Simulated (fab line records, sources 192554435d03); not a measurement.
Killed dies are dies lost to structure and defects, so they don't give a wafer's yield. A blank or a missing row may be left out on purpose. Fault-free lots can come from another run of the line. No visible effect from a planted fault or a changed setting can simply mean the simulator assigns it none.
fab line records ; flow n5_finfet
record: lots: 9; wafers: 27; last_day: 17
route steps=1938 shown HKMG_FIN@434 BEOL_M4@1111 PASSIVATION@1936
lots untouched by any fault: they come from a run of this same line in which no faults occurred
start_h: the number of hours between the record's first day and the start of the first shown wafer of the lot ; wait_h: hours since the lot's step before ; " repeats the value in the row above ; L1.1+2: one row covering several wafers at once ; - no value, or no start was given ; * or withheld: withheld ; < > ~ a bound
route shown NAME@n: NAME is a module with steps in the file, n the number in the route of the first one ; usual: mean/standard deviation of fault-free wafers ; same: alike in all rows ; chamber/n: place in a boat ; sites: the reading at each site ; _std_site: their standard deviation ; _edge_site: outer sites' mean less inner sites' ; radius_mm: how far each site lies from the wafer's centre ; mask NAME#n: copy n ; behind: the most recent tool/chamber to have shaped the wafer ; hold: why the lot went on hold/how many hours it stayed there/how the hold came to an end ; device: names the non-switching transistor (n, p or np) ; end of line: the route-end tests of the same wafers ; a step with no rows: only its recipe ; killed: not the wafer's yield, but the dies lost to structure and defects at the first sort ; map: the dies of a wafer, with x for killed, . for not killed, _ for no die there
set.NAME: the setting the step ran with; set.NAME@STEP: the setting that earlier step ran with ; model.NAME: the simulator's own value behind a step, which no gauge read
a sample of lots followed through the steps of the route, with each step as a table and each wafer as a row
services: the hour from which a tool's chamber was out of use, counted from the record's first day as start_h (under 0 if before that day), plus the number of hours and why
== steps ==
step: N5_HKMG_FIN_ETCH_31
recipe: chemistry: CF4; target: SiARC; target_depth_a: 455; mask_material: CAR-ArF; time_s: 75.8; ion_energy_ev: 80; pressure_mtorr: 40; source_w: 545; bias_w: 36; Ar_flow_sccm: 100; cf4_flow_sccm: 100; ends: cleared
usual: chamber_pressure_mTorr: 40.00/0.061; drypump_motor_current_A: 5.6/0.41; etch_rf_on_time_s: 75.1/1.7; oes_product_au: 0.66/0.072; rf_vpp_V: 183.9/1.1; showerhead_plenum_p_Torr: 2.12/0.059; throttle_valve_pct: 15.60/0.19
lot.wafer;tool;chamber;start_h;wait_h;chamber_pressure_mTorr;drypump_motor_current_A;etch_rf_on_time_s;oes_product_au;rf_hours_counter_h;rf_vpp_V;showerhead_plenum_p_Torr;throttle_valve_pct
L337.1;rie_diel-03;0;87.13;0.0;40.03;6.1;73.7;0.72;67;182.4;2.09;15.54
L337.3;rie_diel-03;2;87.13;0.0;39.94;6.2;73.1;0.67;134;182.6;2.06;15.56
L337.6;rie_diel-03;0;87.13;0.0;39.98;6.1;73.0;0.74;-;183.5;2.09;15.56
L341.2;rie_diel-05;1;108.13;0.0;40.00;5.2;74.7;0.65;160;183.5;2.13;15.59
L341.4;rie_diel-05;3;108.13;0.0;39.98;5.2;72.9;0.59;243;182.9;2.11;16.00
L341.6;rie_diel-05;2;108.13;0.0;40.01;5.6;74.5;0.65;-;185.5;2.23;15.30
L343.3;rie_diel-03;1;119.69;0.0;40.01;5.3;75.4;0.57;249;184.7;2.19;16.00
L343.5;rie_diel-03;1;119.69;0.0;40.05;5.3;75.4;0.57;-;184.3;2.19;16.01
L343.6;rie_diel-03;2;119.69;0.0;39.97;6.2;73.9;0.66;-;183.6;2.05;15.57
L345.2;rie_diel-06;0;130.23;0.0;39.98;5.0;78.0;0.61;214;186.2;2.20;15.80
L345.3;rie_diel-06;1;130.23;0.0;40.07;5.4;75.8;0.67;117;185.5;2.14;15.31
L345.4;rie_diel-06;3;130.23;0.0;39.99;6.4;76.0;0.63;176;184.6;2.05;15.57
L354.1;rie_diel-05;3;184.60;0.0;40.00;5.2;73.1;0.78;17;183.5;2.10;15.58
L354.2;rie_diel-05;0;184.60;0.0;39.99;5.7;73.7;0.62;194;184.1;2.12;15.71
L354.4;rie_diel-05;0;184.60;0.0;40.03;5.7;74.4;0.62;-;183.9;2.12;15.71
L355.2;rie_diel-05;2;187.97;0.0;40.00;5.7;75.4;0.63;188;186.0;2.22;15.35
L355.5;rie_diel-05;0;187.97;0.0;39.94;5.7;74.6;0.61;-;183.4;2.12;15.70
L355.6;rie_diel-05;3;187.97;0.0;40.00;5.2;72.6;0.78;-;183.1;2.10;15.58
L356.3;rie_diel-06;3;200.00;0.0;40.01;6.4;75.4;0.61;208;182.9;2.04;15.61
L356.4;rie_diel-06;1;200.00;0.0;39.99;5.4;73.7;0.66;146;184.5;2.13;15.38
L356.5;rie_diel-06;0;200.00;0.0;40.02;5.0;78.0;0.58;-;185.4;2.19;15.85
L357.1;rie_diel-05;2;201.27;0.0;40.07;5.7;74.8;0.63;193;186.4;2.22;15.37
L357.2;rie_diel-05;1;201.27;0.0;39.91;5.2;75.5;0.62;196;183.7;2.12;15.67
L357.6;rie_diel-05;1;201.27;0.0;39.97;5.2;75.9;0.62;-;183.7;2.12;15.68
L359.1;rie_diel-03;0;212.77;0.0;40.01;6.1;74.6;0.68;115;184.9;2.07;15.64
L359.2;rie_diel-03;3;212.77;0.0;40.00;5.6;77.4;0.73;54;183.4;2.09;15.50
L359.5;rie_diel-03;1;212.77;0.0;40.04;5.3;74.3;0.80;-;186.4;2.18;15.56
step: N5_HKMG_FIN_ALD_71
recipe: material: TiN; target_thk_a: 10; temp_c: 400; ald_precursor_family: TiCl4; ald_co_reactant: NH3; pulse_time_s: 1; purge_time_s: 3; co_reactant_purge_time_s: 2; co_reactant_pulse_time_s: 2; ald_cycles: 47; pressure_torr: 3
usual: heater_power_w: 872/89; precursor_pulse_height_rel: 1.001/0.02; susceptor_temp_C: 400.01/0.24
lot.wafer;tool;chamber;start_h;wait_h;heater_power_w;precursor_pulse_height_rel;susceptor_temp_C
L337.1;ald_metal-01;2;89.14;0.0;740;1.018;399.80
L337.3;ald_metal-01;0;89.14;0.0;949;0.981;399.92
L337.6;ald_metal-01;0;89.14;0.0;948;0.998;399.77
L341.2;ald_metal-01;3;110.21;0.0;742;1.026;399.90
L341.4;ald_metal-01;1;110.21;0.0;933;1.024;399.87
L341.6;ald_metal-01;0;110.21;0.0;958;1.001;399.93
L343.3;ald_metal-01;1;121.87;0.0;932;1.036;403.98
L343.5;ald_metal-01;2;121.87;0.0;765;1.004;404.03
L343.6;ald_metal-01;3;121.87;0.0;750;1.022;403.70
L345.2;ald_metal-01;2;132.24;0.0;775;0.971;404.08
L345.3;ald_metal-01;1;132.24;0.0;912;1.005;403.96
L345.4;ald_metal-01;3;132.24;0.0;764;1.018;403.67
L354.1;ald_metal-01;2;186.79;0.0;761;0.998;399.89
L354.2;ald_metal-01;0;186.79;0.0;966;0.997;400.07
L354.4;ald_metal-01;3;186.79;0.0;719;1.016;400.21
L355.2;ald_metal-03;0;190.05;0.0;976;0.997;399.87
L355.5;ald_metal-03;1;190.05;0.0;906;1.002;399.89
L355.6;ald_metal-03;2;190.05;0.0;978;0.993;399.80
L356.3;ald_metal-01;3;202.03;0.0;715;1.030;400.08
L356.4;ald_metal-01;1;202.03;0.0;913;0.983;400.62
L356.5;ald_metal-01;3;202.03;0.0;747;0.971;400.28
L357.1;ald_metal-02;3;203.43;0.0;754;0.996;399.99
L357.2;ald_metal-02;0;203.43;0.0;835;1.013;400.56
L357.6;ald_metal-02;2;203.43;0.0;797;0.995;399.80
L359.1;ald_metal-03;2;214.79;0.0;971;0.982;400.41
L359.2;ald_metal-03;3;214.79;0.0;916;0.995;399.69
L359.5;ald_metal-03;1;214.79;0.0;926;1.004;400.01
step: N5_HKMG_FIN_STRIP_90
recipe: chemistry: N2/H2; material: SOC; time_s: 20; power_w: 500; temp_c: 40; pressure_mtorr: 50; rf_frequency_hz: 6e+07; bias_power_w: 8; h2_frac: 0.5; n2_flow_sccm: 300; h2_flow_sccm: 300
usual: chamber_pressure_mTorr: 50.00/0.047; drypump_motor_current_A: 5.6/0.43; oes_product_au: 0.78/0.083; power_w: 499.8/1.4; rf_vpp_V: 54.1/0.85; showerhead_plenum_p_Torr: 3.33/0.1; throttle_valve_pct: 18.9/0.38
lot.wafer;tool;chamber;start_h;wait_h;chamber_pressure_mTorr;drypump_motor_current_A;oes_product_au;power_w;rf_hours_counter_h;rf_vpp_V;showerhead_plenum_p_Torr;throttle_valve_pct
L337.1;rie_diel-05;3;89.54;0.0;49.92;5.2;0.69;499.9;237;54.1;3.31;19.4
L337.3;rie_diel-05;0;89.54;0.0;50.06;5.7;0.76;501.4;163;53.4;3.35;18.8
L337.6;rie_diel-05;2;89.54;0.0;50.06;5.6;0.77;501.3;-;55.4;3.48;18.7
L341.2;rie_diel-05;3;110.61;0.0;50.01;5.2;0.68;500.4;244;53.6;3.30;19.4
L341.4;rie_diel-05;2;110.61;0.0;49.91;5.6;0.76;500.1;165;54.0;3.48;18.7
L341.6;rie_diel-05;1;110.61;0.0;49.97;5.2;0.75;499.8;-;54.7;3.35;19.2
L343.3;rie_diel-06;3;122.27;0.0;50.02;6.4;0.73;500.9;174;55.3;3.20;18.8
L343.5;rie_diel-06;2;122.27;0.0;50.03;5.7;0.68;497.8;-;53.9;3.19;18.8
L343.6;rie_diel-06;1;122.27;0.0;49.99;5.4;0.78;499.1;-;53.8;3.36;18.2
L345.2;rie_diel-06;3;132.70;0.0;50.05;6.5;0.73;499.0;178;54.7;3.20;18.8
L345.3;rie_diel-06;1;132.70;0.0;50.02;5.4;0.79;496.9;118;54.1;3.36;18.2
L345.4;rie_diel-06;0;132.70;0.0;50.00;5.1;0.70;500.4;215;54.9;3.45;19.2
L354.1;rie_diel-03;0;187.18;0.0;49.95;6.1;0.81;500.9;107;53.5;3.24;18.6
L354.2;rie_diel-03;2;187.18;0.0;50.04;6.2;0.74;498.0;174;52.8;3.23;19.4
L354.4;rie_diel-03;3;187.18;0.0;49.95;5.6;0.87;499.3;45;54.1;3.28;18.9
L355.2;rie_diel-06;2;190.49;0.0;50.03;5.6;0.96;500.1;3;54.5;3.59;18.5
L355.5;rie_diel-06;3;190.49;0.0;49.92;6.4;0.71;499.7;-;53.1;3.19;18.9
L355.6;rie_diel-06;2;190.49;0.0;50.04;5.6;0.98;499.9;-;54.4;3.58;18.5
L356.3;rie_diel-05;1;202.65;0.0;49.93;5.2;0.72;498.3;197;54.4;3.33;19.3
L356.4;rie_diel-05;3;202.65;0.0;49.96;5.2;0.91;499.2;24;54.3;3.29;19.1
L356.5;rie_diel-05;2;202.65;0.0;50.03;5.7;0.74;499.4;-;54.5;3.46;18.7
L357.1;rie_diel-03;1;203.83;0.0;50.00;5.3;0.93;500.7;18;56.0;3.43;19.3
L357.2;rie_diel-03;2;203.83;0.0;49.95;6.2;0.74;499.8;180;54.5;3.23;19.4
L357.6;rie_diel-03;2;203.83;0.0;50.01;6.2;0.74;497.8;-;53.3;3.23;19.4
L359.1;rie_diel-03;0;215.19;0.0;49.96;6.1;0.80;500.1;116;53.2;3.23;18.6
L359.2;rie_diel-03;2;215.19;0.0;50.00;6.2;0.74;502.0;185;52.1;3.22;19.4
L359.5;rie_diel-03;0;215.19;0.0;49.98;6.1;0.79;499.4;-;54.9;3.23;18.6
step: N5_HKMG_FIN_ALD_72
recipe: material: W; target_thk_a: 20; temp_c: 300; pressure_torr: 7.5; ald_precursor_family: WF6; ald_co_reactant: B2H6; pulse_time_s: 1; purge_time_s: 2; co_reactant_purge_time_s: 2; co_reactant_pulse_time_s: 3; ald_cycles: 7
usual: heater_power_w: 452/26; precursor_pulse_height_rel: 1.000/0.021; susceptor_temp_C: 300.01/0.2
lot.wafer;tool;chamber;start_h;wait_h;heater_power_w;precursor_pulse_height_rel;susceptor_temp_C
L337.1;cvd_w-02;1;90.59;0.2;449;1.014;299.55
L337.3;cvd_w-02;1;90.59;0.2;457;1.002;299.60
L337.6;cvd_w-02;0;90.59;0.2;515;0.974;299.96
L341.2;cvd_w-02;1;111.66;0.2;451;0.992;300.23
L341.4;cvd_w-02;0;111.66;0.2;528;0.999;299.75
L341.6;cvd_w-02;1;111.66;0.2;439;0.993;300.13
L343.3;cvd_w-01;0;123.46;0.2;441;1.014;300.32
L343.5;cvd_w-01;1;123.46;0.2;429;0.999;300.02
L343.6;cvd_w-01;0;123.46;0.2;448;1.023;300.23
L345.2;cvd_w-02;1;133.74;0.2;450;1.044;300.36
L345.3;cvd_w-02;1;133.74;0.2;449;1.020;300.15
L345.4;cvd_w-02;0;133.74;0.2;532;0.968;300.05
L354.1;cvd_w-01;0;188.23;0.2;458;0.995;300.09
L354.2;cvd_w-01;1;188.23;0.2;425;0.985;299.95
L354.4;cvd_w-01;1;188.23;0.2;456;0.991;299.96
L355.2;cvd_w-02;0;191.53;0.2;509;1.020;299.41
L355.5;cvd_w-02;0;191.53;0.2;529;0.951;299.72
L355.6;cvd_w-02;1;191.53;0.2;436;0.978;299.73
L356.3;cvd_w-01;1;204.08;0.2;443;0.950;299.98
L356.4;cvd_w-01;0;204.08;0.2;453;0.975;299.72
L356.5;cvd_w-01;0;204.08;0.2;432;1.005;299.63
L357.1;cvd_w-01;1;204.88;0.2;425;1.006;300.01
L357.2;cvd_w-01;0;204.88;0.2;444;1.025;300.11
L357.6;cvd_w-01;1;204.88;0.2;440;1.020;299.91
L359.1;cvd_w-01;1;216.36;0.2;442;1.013;299.81
L359.2;cvd_w-01;0;216.36;0.2;454;1.003;299.91
L359.5;cvd_w-01;0;216.36;0.2;452;0.999;300.33
step: N5_BEOL_M4_RC_MEAS_101
usual: DIBL_N: 35.8/1.8; DIBL_P: 35.6/2; IOFF_N: 0.148/0.028; IOFF_P: 0.20/0.034; ION_N: 672/12; ION_P: 462/8.5; SS_N: 71.2/0.65; SS_P: 73.1/0.67; VT_N: 251/3.3; VT_P: -251/3.8
lot.wafer;tool;chamber;start_h;wait_h;DIBL_N[mV/V];DIBL_P[mV/V];IOFF_N[nA/um];IOFF_P[nA/um];ION_N[uA/um];ION_P[uA/um];SS_N[mV/dec];SS_P[mV/dec];VT_N[mV];VT_P[mV]
L337.1;prober-01;0;170.97;0.0;37.7;38.6;0.156;0.22;647;451;72.1;73.9;252;-247
L337.3;prober-01;0;170.97;0.0;36.9;36.7;0.151;0.20;672;461;70.9;72.5;252;-248
L337.6;prober-01;0;170.97;0.0;36.8;37.4;0.145;0.21;674;464;70.4;73.5;250;-248
L341.2;prober-01;0;196.57;0.2;37.6;36.9;0.169;0.20;693;465;71.9;73.8;245;-252
L341.4;prober-01;0;196.57;0.2;37.9;37.5;0.162;0.22;684;461;71.7;74.0;247;-249
L341.6;prober-01;0;196.57;0.2;36.8;35.5;0.147;0.18;675;462;71.4;72.9;251;-254
L343.3;prober-01;0;202.41;0.3;38.1;36.8;0.191;0.26;692;481;71.9;72.9;247;-244
L343.5;prober-01;0;202.41;0.3;37.8;36.6;0.178;0.26;686;475;71.9;73.2;247;-242
L343.6;prober-01;0;202.41;0.3;37.9;36.3;0.174;0.23;685;468;71.4;73.2;248;-246
L345.2;prober-02;0;218.26;0.2;34.6;34.3;0.121;0.19;663;457;70.1;73.5;253;-249
L345.3;prober-02;0;218.26;0.2;35.9;35.7;0.136;0.21;674;467;71.3;72.8;252;-247
L345.4;prober-02;0;218.26;0.2;35.2;34.7;0.137;0.19;678;468;70.8;72.4;250;-249
L354.1;prober-01;0;267.31;0.0;38.5;39.8;0.191;0.25;679;463;72.1;73.7;248;-248
L354.2;prober-01;0;267.31;0.0;35.8;34.5;0.137;0.17;663;454;71.6;73.0;252;-252
L354.4;prober-01;0;267.31;0.0;35.6;36.1;0.146;0.18;683;466;71.5;73.1;251;-255
L355.2;prober-02;0;273.91;0.2;36.9;35.4;0.152;0.17;679;453;70.9;73.3;251;-255
L355.5;prober-02;0;273.91;0.2;36.9;36.1;0.153;0.18;675;451;71.9;72.9;252;-254
L355.6;prober-02;0;273.91;0.2;35.5;35.7;0.140;0.18;682;465;71.0;73.2;251;-252
L356.3;prober-02;0;283.24;0.3;36.4;33.2;0.145;0.16;671;454;71.8;73.0;253;-257
L356.4;prober-02;0;283.24;0.3;39.3;36.0;0.208;0.19;659;443;72.7;73.9;249;-253
L356.5;prober-02;0;283.24;0.3;37.4;35.8;0.170;0.20;685;459;71.3;73.8;249;-250
L357.1;prober-01;0;290.31;0.0;38.6;41.2;0.200;0.27;678;464;72.5;74.2;245;-247
L357.2;prober-01;0;290.31;0.0;37.8;39.5;0.181;0.24;684;462;71.2;73.9;247;-249
L357.6;prober-01;0;290.31;0.0;38.0;39.9;0.183;0.25;682;472;72.0;74.1;250;-247
L359.1;prober-02;0;310.71;0.0;34.5;34.1;0.145;0.19;673;471;70.7;72.4;249;-249
L359.2;prober-02;0;310.71;0.0;35.1;35.6;0.163;0.21;687;470;70.5;72.9;246;-247
L359.5;prober-02;0;310.71;0.0;35.3;35.2;0.164;0.21;692;469;70.9;72.9;247;-247
step: N5_PASSIVATION_PROBE_49
usual: defect_limited_yield: 91.3/1.5; killed_at_M0_to_M3: 34/11; killed_at_M4_up: 14/6.1; killed_at_contacts: 12/5.9; killed_at_front_end: 39/11; killed_at_other: 4/3.3; killed_dies: 102/18; killed_open: 67/13; killed_short: 33/7.9; sort_bin_5_function: 5.1/1; sort_bin_6_memory: 3.3/0.7; sort_n_pass: 1077/19; sort_yield_pct: 91.3/1.6
same: gross_dies: 1180; killed_at_back_side: 0; sort_bin_4_leakage[%]: 0; sort_bin_8_speed[%]: 0
lot.wafer;tool;chamber;start_h;wait_h;defect_limited_yield[%];killed_at_M0_to_M3;killed_at_M4_up;killed_at_contacts;killed_at_front_end;killed_at_other;killed_dies;killed_open;killed_short;sort_bin_5_function[%];sort_bin_6_memory[%];sort_n_pass;sort_yield_pct[%]
L343.3;prober-01;-;298.52;0.1;93.3;10;15;9;37;8;79;58;19;3.6;2.9;1101;93.3
L343.5;prober-01;-;298.62;0.2;93.1;17;13;4;41;6;81;54;25;3.8;3.0;1099;93.1
L343.6;prober-01;-;298.67;0.3;89.9;23;26;12;56;2;119;74;43;5.8;4.0;1061;89.9
L345.2;prober-01;-;322.07;0.1;92.1;30;17;11;27;8;93;56;32;4.9;2.7;1087;92.1
L345.3;prober-01;-;322.12;0.1;91.2;44;12;13;33;2;104;66;34;5.5;3.1;1076;91.2
L345.4;prober-01;-;322.17;0.2;91.1;33;11;17;44;0;105;67;37;5.2;3.6;1075;91.1
L354.1;prober-02;-;373.43;0.0;92.4;33;14;8;32;3;90;57;32;4.4;3.1;1090;92.4
L354.2;prober-02;-;373.48;0.1;93.5;20;10;17;30;0;77;47;20;3.4;2.3;1103;93.5
L354.4;prober-02;-;373.58;0.2;92.4;35;11;5;37;2;90;59;29;4.4;3.1;1090;92.4
L355.2;prober-01;-;382.66;0.1;90.1;47;13;13;33;11;117;74;43;5.9;3.6;1063;90.1
L355.5;prober-01;-;382.81;0.2;92.0;42;12;4;33;3;94;62;31;4.2;3.5;1086;92.0
L355.6;prober-01;-;382.86;0.3;91.6;44;18;2;32;3;99;58;35;4.2;3.9;1081;91.6
L357.1;prober-01;-;386.67;0.0;93.9;36;3;6;25;2;72;43;29;3.4;2.6;1108;93.9
L357.2;prober-01;-;386.72;0.1;93.6;32;10;11;20;2;75;53;22;3.8;2.5;1105;93.6
L357.6;prober-01;-;386.92;0.3;89.7;36;5;22;54;4;121;74;43;5.8;4.0;1059;89.7
L359.1;prober-01;-;404.19;0.0;90.3;35;14;13;53;0;115;86;27;6.0;3.7;1065;90.3
L359.2;prober-01;-;404.24;0.1;92.9;30;14;10;28;2;84;55;24;4.4;2.6;1096;92.9
L359.5;prober-01;-;404.39;0.2;90.8;41;5;9;52;1;108;65;41;5.0;3.8;1072;90.8
killed by level:class
L343.3 FIN_SAQP:geometric_particle:open=10 STI_FIN_REVEAL:geometric_particle:open=9 MOL_CONTACT_COAG:geometric_particle:open=8 PASS1_CAP:geometric_particle:open=4 STARTING-WAFER:geometric_particle:open=4 STARTING-WAFER:geometric_particle:short=4 FIN_SAQP:geometric_particle:short=3 BEOL_M1:geometric_particle:open=3
L343.5 FIN_SAQP:geometric_particle:open=14 STI_FIN_REVEAL:geometric_particle:open=11 FIN_SAQP:geometric_particle:short=5 MOL_CONTACT_COAG:geometric_particle:open=4 BEOL_M1:geometric_particle:open=4 BEOL_M3:geometric_particle:open=3 BEOL_M2:geometric_particle:short=3 BEOL_M5:geometric_particle:open=3
L343.6 STI_FIN_REVEAL:geometric_particle:open=14 FIN_SAQP:geometric_particle:open=13 FIN_SAQP:geometric_particle:short=9 BEOL_M4:geometric_particle:short=8 BEOL_M5:geometric_particle:open=8 MOL_CONTACT_COAG:geometric_particle:open=7 BEOL_M1:geometric_particle:open=6 MOL_CONTACT_COAG:geometric_particle:short=5
L345.2 FIN_SAQP:geometric_particle:open=8 MOL_CONTACT_COAG:geometric_particle:open=7 BEOL_M0_SAQP:geometric_particle:open=7 BEOL_M3:geometric_particle:open=7 BEOL_M0_SAQP:geometric_particle:short=6 BEOL_M2:geometric_particle:open=5 PAD_METAL:geometric_particle:short=5 FIN_SAQP:geometric_particle:short=4
L345.3 BEOL_M3:geometric_particle:open=11 BEOL_M0_SAQP:geometric_particle:open=10 MOL_CONTACT_COAG:geometric_particle:open=8 BEOL_M0_SAQP:geometric_particle:short=8 FIN_SAQP:geometric_particle:open=7 FIN_SAQP:geometric_particle:short=7 GATE_CUT:geometric_particle:short=4 MOL_CONTACT_COAG:geometric_particle:short=4
L345.4 MOL_CONTACT_COAG:geometric_particle:open=14 GATE_CUT:geometric_particle:short=11 BEOL_M0_SAQP:geometric_particle:open=9 BEOL_M0_SAQP:geometric_particle:short=8 BEOL_M3:geometric_particle:open=7 STI_FIN_REVEAL:geometric_particle:open=6 GATE_CUT:geometric_particle:open=6 FIN_SAQP:geometric_particle:short=5
L354.1 BEOL_M0_SAQP:geometric_particle:short=12 FIN_SAQP:geometric_particle:short=9 MOL_CONTACT_COAG:geometric_particle:open=8 BEOL_M3:geometric_particle:open=8 FIN_SAQP:geometric_particle:open=7 BEOL_M0_SAQP:geometric_particle:open=7 STI_FIN_REVEAL:geometric_particle:open=6 BEOL_M4:geometric_particle:open=4
L354.2 MOL_CONTACT_COAG:geometric_particle:open=11 FIN_SAQP:geometric_particle:open=7 BEOL_M4:geometric_particle:open=7 HKMG_FIN:area_etch=6 MOL_CONTACT_COAG:geometric_particle:short=5 BEOL_M0_SAQP:geometric_particle:short=5 FIN_SAQP:geometric_particle:short=4 BEOL_M0_SAQP:geometric_particle:open=4
L354.4 FIN_SAQP:geometric_particle:open=17 BEOL_M0_SAQP:geometric_particle:open=9 FIN_SAQP:geometric_particle:short=8 BEOL_M3:geometric_particle:open=7 BEOL_M0:geometric_particle:open=6 BEOL_M4:geometric_particle:open=6 MOL_CONTACT_COAG:geometric_particle:open=5 BEOL_M0_SAQP:geometric_particle:short=5
L355.2 BEOL_M2:geometric_particle:open=13 MOL_CONTACT_COAG:geometric_particle:open=12 BEOL_M2:geometric_particle:short=12 BEOL_M3:geometric_particle:open=11 BEOL_M4:geometric_particle:open=9 PASS1_CAP:geometric_particle:short=7 BEOL_M0_SAQP:geometric_particle:short=6 FIN_SAQP:geometric_particle:open=5
L355.5 BEOL_M1:geometric_particle:open=9 STI_FIN_REVEAL:geometric_particle:open=8 BEOL_M0_SAQP:geometric_particle:short=8 BEOL_M3:geometric_particle:open=7 FIN_SAQP:geometric_particle:open=6 BEOL_M2:geometric_particle:short=6 BEOL_M4:geometric_particle:open=6 FIN_SAQP:geometric_particle:short=4
L355.6 BEOL_M2:geometric_particle:open=12 BEOL_M0_SAQP:geometric_particle:short=8 FIN_SAQP:geometric_particle:short=7 STI_FIN_REVEAL:geometric_particle:open=7 BEOL_M0_SAQP:geometric_particle:open=6 BEOL_M3:geometric_particle:open=6 FIN_SAQP:geometric_particle:open=5 BEOL_M4:geometric_particle:short=5
L357.1 BEOL_M0_SAQP:geometric_particle:short=10 BEOL_M1:geometric_particle:open=7 BEOL_M0_SAQP:geometric_particle:open=6 STI_FIN_REVEAL:geometric_particle:open=4 MOL_CONTACT_COAG:geometric_particle:open=4 STARTING-WAFER:geometric_particle:open=4 FIN_SAQP:geometric_particle:open=3 FIN_SAQP:geometric_particle:short=3
L357.2 BEOL_M0_SAQP:geometric_particle:short=10 MOL_CONTACT_COAG:geometric_particle:open=9 BEOL_M0_SAQP:geometric_particle:open=7 BEOL_M1:geometric_particle:open=6 DUMMY_GATE:geometric_particle:open=5 FIN_SAQP:geometric_particle:open=4 FIN_SAQP:geometric_particle:short=3 STI_FIN_REVEAL:geometric_particle:open=3
L357.6 FIN_SAQP:geometric_particle:open=16 BEOL_M0_SAQP:geometric_particle:short=16 BEOL_M0_SAQP:geometric_particle:open=15 MOL_CONTACT_COAG:geometric_particle:open=15 STI_FIN_REVEAL:geometric_particle:open=11 GATE_CUT:geometric_particle:short=6 FIN_SAQP:geometric_particle:short=6 DUMMY_GATE:geometric_particle:open=5
L359.1 STI_FIN_REVEAL:geometric_particle:open=21 BEOL_M3:geometric_particle:open=12 MOL_CONTACT_COAG:geometric_particle:open=11 ILD0:geometric_particle:short=8 BEOL_M1:geometric_particle:open=8 BEOL_M2:geometric_particle:open=6 FIN_SAQP:geometric_particle:open=5 BEOL_M0_SAQP:geometric_particle:open=5
L359.2 BEOL_M3:geometric_particle:open=11 STI_FIN_REVEAL:geometric_particle:open=9 MOL_CONTACT_COAG:geometric_particle:open=8 BEOL_M0_SAQP:geometric_particle:open=4 BEOL_M0_SAQP:geometric_particle:short=4 BEOL_M4:geometric_particle:open=4 FIN_SAQP:geometric_particle:open=3 FIN_SAQP:geometric_particle:short=3
L359.5 STI_FIN_REVEAL:geometric_particle:open=14 BEOL_M3:geometric_particle:open=11 FIN_SAQP:geometric_particle:short=8 GATE_CUT:geometric_particle:short=8 BEOL_M0_SAQP:geometric_particle:short=8 BEOL_M0_SAQP:geometric_particle:open=6 FIN_SAQP:geometric_particle:open=5 MOL_CONTACT_COAG:geometric_particle:open=5
== services ==
tool;chamber;start_h;hours;kind
cvd_w-01;-;66.24;6.9;pm
cvd_w-02;1;82.13;2.9;repair
ald_metal-02;0;83.91;9.8;repair
ald_metal-02;1;93.60;30.1;repair
rie_diel-06;3;94.68;12.9;repair
ald_metal-02;3;97.60;3.6;repair
ald_metal-02;-;97.67;1.4;repair
ald_metal-02;-;107.38;0.4;repair
cvd_w-01;-;118.93;0.5;repair
rie_diel-03;1;121.14;-;clean
rie_diel-03;1;121.14;-;consumable_replace:focus_ring
rie_diel-03;1;121.14;33.9;scheduled_down
rie_diel-03;1;121.14;33.9;vent_cycle
rie_diel-05;3;128.67;-;clean
rie_diel-05;3;128.67;-;consumable_replace:focus_ring
rie_diel-05;3;128.67;11.6;scheduled_down
rie_diel-05;3;128.67;11.6;vent_cycle
ald_metal-03;0;149.94;1.9;repair
cvd_w-01;1;155.84;5.0;repair
rie_diel-06;2;158.01;-;clean
rie_diel-06;2;158.01;-;consumable_replace:focus_ring
rie_diel-05;2;169.34;16.3;repair
rie_diel-05;0;170.33;5.8;repair
cvd_w-02;-;202.73;6.9;pm
== key ==
first_sign: step: N5_HKMG_FIN_ALD_71; reading: susceptor_temp_C; direction: up; sigmas: 16; usual: *; struck: *
effect none on later readings
met_at N5_HKMG_FIN_ALD_71
struck_lots L343,L345
not_acting_at N5_HKMG_FIN_ETCH_31,N5_HKMG_FIN_STRIP_90,N5_HKMG_FIN_ALD_72
onset_between 110.21 121.87
fault: kind: process_parameter_drift; tool: ald_metal-01; chamber: -; onset_h: 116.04; steps: N5_HKMG_FIN_ALD_71; channel: temp_c; offset: *; shape: step; end_h: 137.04; acts_in: *; stated: *
